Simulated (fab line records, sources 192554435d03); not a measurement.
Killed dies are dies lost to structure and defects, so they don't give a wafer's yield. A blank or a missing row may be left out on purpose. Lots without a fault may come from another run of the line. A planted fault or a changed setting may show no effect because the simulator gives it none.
fab line records | flow n5_finfet
record lots=11 wafers=30 last_day=17
route steps=1938 shown BEOL_M14@1728 PASSIVATION@1936
lots that met no fault: from a run of the same line without faults
start_h: hours from the record's first day to the start of the lot's first wafer shown | wait_h: hours since the lot's step before | " the same as in the row above | L1.1+2: a row that stands for several wafers | - no value, or no start given | * or withheld: withheld | < > ~ a bound
route shown NAME@n: a module of which the file shows steps, and the number in the route of the first | usual: mean/standard deviation of fault-free wafers | same: alike in all rows | chamber/n: place in a boat | sites: the reading at each site | _std_site: their standard deviation | _edge_site: outer sites' mean less inner sites' | radius_mm: how far each site lies from the wafer's centre | mask NAME#n: copy n | behind: the tool/chamber that last shaped the wafer | hold: why the lot was held/for how many hours/how that ended | device: the transistor (n, p or np) that didn't switch | end of line: the same wafers' tests at the end of the route | a step without rows: its recipe alone | killed: dies lost to structure and defects at the first sort, not the wafer's yield | map: a wafer's dies, x killed, . not, _ none there
set.NAME: the setting as run; set.NAME@STEP: as run at that earlier step | model.NAME: the simulator's own value behind a step, which no gauge read
steps of the route over a sample of lots; a table a step, a row a wafer
services: from which hour (start_h, from the record's first day; less than 0 if before it) a tool's chamber was out of use, for how many hours, and why
## steps
# step N5_BEOL_M14_INSPECT_12
# recipe mode=adi inspect_instrument=macro
# usual raw_defect_count=2.2/1.5
# columns lot.wafer tool chamber start_h wait_h raw_defect_count
L957.2 defect_inspect-01 - 239.28 0.0 5
L957.3 " - " " 2
L957.4 " - " " 5
L958.2 defect_inspect-01 - 239.55 0.0 2
L958.4 " - " " 2
L958.5 " - " " 1
L959.1 defect_inspect-01 - 246.26 0.0 0
L959.3 " - " " 0
L959.4 " - " " 3
L960.1 defect_inspect-01 - 254.05 0.0 2
L960.4 " - " " 1
L960.6 " - " " 0
L961.1 defect_inspect-01 - 261.42 0.0 1
L961.3 " - " " 2
L961.6 " - " " 3
L962.1 defect_inspect-02 - 270.48 0.0 2
L962.3 " - " " 1
L962.5 " - " " 6
L969.2 defect_inspect-02 - 319.82 0.0 3
L969.3 " - " " 1
L971.1 defect_inspect-02 - 325.56 0.0 5
L971.2 " - " " 4
L972.1 defect_inspect-01 - 331.22 0.0 3
L972.6 " - " " 4
L976.2 defect_inspect-01 - 364.08 0.0 1
L976.4 " - " " 3
L976.6 " - " " 0
L979.1 defect_inspect-01 - 384.76 0.0 5
L979.2 " - " " 1
L979.3 " - " " 2
# step N5_BEOL_M14_OVL_MEAS_29
# recipe points_per_wafer=44
# usual M14_OVL=0/6.5
# columns lot.wafer tool chamber start_h wait_h M14_OVL[nm]
L957.2 overlay-02 0 240.11 0.0 1
L957.3 " 0 " " 2
L957.4 " 0 " " 3
L958.2 overlay-02 0 240.53 0.0 6
L958.4 " 0 " " 6
L958.5 " 0 " " 7
L959.1 overlay-01 0 247.10 0.0 12
L959.3 " 0 " " 7
L959.4 " 0 " " 7
L960.1 overlay-01 0 254.87 0.0 5
L960.4 " 0 " " 5
L960.6 " 0 " " 5
L961.1 overlay-02 0 262.25 0.0 8
L961.3 " 0 " " 7
L961.6 " 0 " " 5
L962.1 overlay-02 0 271.43 0.0 -4
L962.3 " 0 " " 2
L962.5 " 0 " " 1
L969.2 overlay-02 0 321.82 0.0 -1
L969.3 " 0 " " 8
L971.1 overlay-01 0 327.19 0.0 -10
L971.2 " 0 " " 3
L972.1 overlay-01 0 333.02 0.0 -10
L972.6 " 0 " " -8
L976.2 overlay-02 0 364.91 0.0 -11
L976.4 " 0 " " -14
L976.6 " 0 " " -9
L979.1 overlay-01 0 385.77 0.0 5
L979.2 " 0 " " 9
L979.3 " 0 " " 2
# step N5_BEOL_M14_ETCH_68
# recipe chemistry=N2/H2 target=SOC mask_material=SiARC source_w=3000 bias_w=350 temp_c=40 time_s=450 ion_energy_ev=200 pressure_mtorr=30 n2_flow_sccm=200 h2_flow_sccm=200
# usual chamber_pressure_mTorr=29.997/0.028 drypump_motor_current_A=5.6/0.4 oes_product_au=0.78/0.084 rf_vpp_V=524.3/1.9 run_length_s=473.4/0.48 showerhead_plenum_p_Torr=2.56/0.063 throttle_valve_pct=17.63/0.23
# columns lot.wafer tool chamber start_h wait_h chamber_pressure_mTorr drypump_motor_current_A oes_product_au rf_hours_counter_h rf_vpp_V run_length_s showerhead_plenum_p_Torr throttle_valve_pct
L957.2 rie_diel-01 0 240.35 0.1 30.028 5.8 0.74 187 523.0 473.8 2.52 17.67
L957.3 " 3 " " 29.972 6.2 0.83 56 526.2 473.4 2.68 17.45
L957.4 " 2 " " 30.037 4.8 0.71 - 519.9 473.2 2.43 18.00
L958.2 rie_diel-04 2 240.77 0.1 29.985 6.1 0.96 4 521.2 473.2 2.50 17.20
L958.4 " 3 " " 29.960 5.9 0.70 233 526.4 472.4 2.60 17.74
L958.5 " 1 " " 29.987 6.0 0.82 - 523.8 473.5 2.59 17.86
L959.1 rie_diel-04 0 247.39 0.1 30.041 6.1 0.73 197 523.2 473.2 2.52 18.05
L959.3 " 2 " " 29.965 6.1 0.95 6 523.5 473.1 2.50 17.20
L959.4 " 3 " " 30.013 5.9 0.69 235 525.3 472.4 2.60 17.75
L960.1 rie_diel-04 1 255.11 0.1 30.010 6.0 0.81 69 524.5 473.9 2.58 17.88
L960.4 " 2 " " 30.015 6.1 0.95 9 522.3 472.8 2.50 17.19
L960.6 " 3 " " 29.990 5.9 0.70 - 524.6 472.6 2.60 17.73
L961.1 rie_diel-03 1 262.62 0.1 29.980 5.4 0.74 166 523.1 472.6 2.55 17.64
L961.3 " 3 " " 30.009 5.9 0.92 17 525.9 474.0 2.60 17.46
L961.6 " 3 " " 29.996 5.9 0.91 - 524.6 473.8 2.60 17.44
L962.1 rie_diel-01 0 271.67 0.1 30.022 5.8 0.73 199 524.2 474.1 2.51 17.69
L962.3 " 2 " " 30.028 4.8 0.70 217 520.2 473.2 2.42 18.01
L962.5 " 3 " " 30.033 6.1 0.81 - 528.7 473.4 2.67 17.46
L969.2 rie_diel-03 2 322.06 0.1 29.996 5.2 0.73 219 522.8 502.1 2.50 17.59
L969.3 " 0 " " 29.999 5.3 0.76 150 526.0 473.6 2.64 17.47
L971.1 rie_diel-03 0 328.01 0.1 29.968 5.3 0.77 153 526.0 473.8 2.64 17.48
L971.2 " 3 " " 29.989 5.9 0.87 40 525.3 502.8 2.59 17.51
L972.1 rie_diel-03 3 334.02 0.1 30.010 5.9 0.86 43 524.6 474.0 2.59 17.50
L972.6 " 3 " " 30.015 5.9 0.87 - 526.0 502.7 2.59 17.50
L976.2 rie_diel-04 1 365.57 0.1 30.007 6.0 0.76 116 524.7 473.6 2.56 17.96
L976.4 " 2 " " 29.986 6.1 0.84 - 523.0 472.6 2.47 17.30
L976.6 " 3 " " 29.990 5.9 0.94 - 524.9 472.3 2.58 17.39
L979.1 rie_diel-01 2 386.25 0.1 29.967 4.8 0.68 234 519.8 473.2 2.41 18.04
L979.2 " 3 " " 29.998 6.2 0.78 85 528.6 473.9 2.67 17.50
L979.3 " 1 " " 30.005 5.1 0.94 11 526.2 472.9 2.61 17.41
# step N5_BEOL_M14_ANNEAL_48
# recipe temp_c=225 time_s=90 ambient=N2
# usual wafer_temp_C_max=226.1/0.4
# columns lot.wafer tool chamber start_h wait_h wafer_temp_C_max
L957.2 rtp_anneal-01 0 244.77 0.3 226.8
L957.3 " 0 " " 226.5
L957.4 " 0 " " 226.1
L958.2 rtp_anneal-01 0 245.04 0.4 226.3
L958.4 " 0 " " 226.3
L958.5 " 0 " " 226.5
L959.1 rtp_anneal-01 0 258.51 0.1 225.9
L959.3 " 0 " " 226.4
L959.4 " 0 " " 226.4
L960.1 rtp_anneal-01 0 259.59 0.6 226.4
L960.4 " 0 " " 226.4
L960.6 " 0 " " 226.6
L961.1 rtp_anneal-02 0 264.29 0.1 225.9
L961.3 " 0 " " 226.0
L961.6 " 0 " " 225.6
L962.1 rtp_anneal-01 0 273.72 0.3 226.8
L962.3 " 0 " " 226.6
L962.5 " 0 " " 226.6
L969.2 rtp_anneal-02 0 325.13 0.2 225.1
L969.3 " 0 " " 225.6
L971.1 rtp_anneal-01 0 329.87 0.3 226.3
L971.2 " 0 " " 226.2
L972.1 rtp_anneal-02 0 339.99 0.5 225.7
L972.6 " 0 " " 225.6
L976.2 rtp_anneal-01 0 368.37 0.2 226.7
L976.4 " 0 " " 227.0
L976.6 " 0 " " 226.5
L979.1 rtp_anneal-01 0 390.52 0.1 226.6
L979.2 " 0 " " 226.5
L979.3 " 0 " " 226.9
# step N5_PASSIVATION_PROBE_49
# usual defect_limited_yield=91.4/1.4 killed_at_M0_to_M3=31/10 killed_at_M4_up=14/5.6 killed_at_contacts=13/6.3 killed_at_front_end=39/10 killed_at_other=4/3.1 killed_dies=101/16 killed_open=65/13 killed_short=34/7.2 sort_bin_4_leakage=0.00/0.007 sort_bin_5_function=5.1/0.88 sort_bin_6_memory=3.2/0.66 sort_n_pass=1079/16 sort_yield_pct=91.4/1.4
# same gross_dies=1180 killed_at_back_side=0 sort_bin_8_speed[%]=0
# columns lot.wafer tool chamber start_h wait_h defect_limited_yield[%] killed_at_M0_to_M3 killed_at_M4_up killed_at_contacts killed_at_front_end killed_at_other killed_dies killed_open killed_short sort_bin_4_leakage[%] sort_bin_5_function[%] sort_bin_6_memory[%] sort_n_pass sort_yield_pct[%]
L971.1 prober-02 - 351.01 0.0 89.2 43 13 23 44 5 128 93 33 0 6.1 4.6 1052 89.2
# killed by level:class
L971.1 MOL_CONTACT_COAG:geometric_particle:open=19 STI_FIN_REVEAL:geometric_particle:open=14 BEOL_M2:geometric_particle:open=10 BEOL_M1:geometric_particle:open=9 BEOL_M0_SAQP:geometric_particle:short=7 FIN_SAQP:geometric_particle:open=6 BEOL_M0_SAQP:geometric_particle:open=6 BEOL_M4:geometric_particle:open=5
## services
# columns tool chamber start_h hours kind
rie_diel-01 1 257.44 - clean
rie_diel-01 1 257.44 - consumable_replace:focus_ring
rie_diel-01 1 257.44 24.3 scheduled_down
rie_diel-01 1 257.44 24.3 vent_cycle
rtp_anneal-01 - 280.92 5.7 pm
rie_diel-04 1 287.30 4.7 repair
rie_diel-03 3 291.56 6.8 repair
rie_diel-04 3 292.69 - clean
rie_diel-04 3 292.69 - consumable_replace:focus_ring
rie_diel-04 3 292.69 16.7 scheduled_down
rie_diel-04 3 292.69 16.7 vent_cycle
rie_diel-03 - 293.56 1.1 repair
rie_diel-03 0 296.71 5.3 repair
rie_diel-01 - 306.91 75.6 repair
rie_diel-04 - 308.37 4.3 pm
rie_diel-04 3 321.46 9.9 repair
rie_diel-04 0 360.70 5.8 repair
rie_diel-04 3 368.33 39.2 repair
rie_diel-03 1 380.94 2.6 repair
rie_diel-04 1 381.81 1.8 repair
rie_diel-03 2 383.71 - clean
rie_diel-03 2 383.71 - consumable_replace:esc
rie_diel-03 2 383.71 - consumable_replace:focus_ring
rie_diel-03 2 383.71 34.1 scheduled_down
## key
first_sign step=N5_BEOL_M14_ETCH_68 reading=run_length_s direction=up sigmas=61 usual=* struck=*
effect none on later readings
met_at N5_BEOL_M14_ETCH_68
struck_lots L969,L971,L972
struck_wafers L969.2,L971.2,L972.6
not_acting_at N5_BEOL_M14_INSPECT_12,N5_BEOL_M14_OVL_MEAS_29,N5_BEOL_M14_ANNEAL_48
onset_between 262.62 322.06
fault kind=process_parameter_drift tool=rie_diel-03 chamber=- onset_h=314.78 steps=N5_BEOL_M14_ETCH_68 channel=time_s offset=* shape=step end_h=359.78 scope=struck_wafers_only acts_in=* stated=*
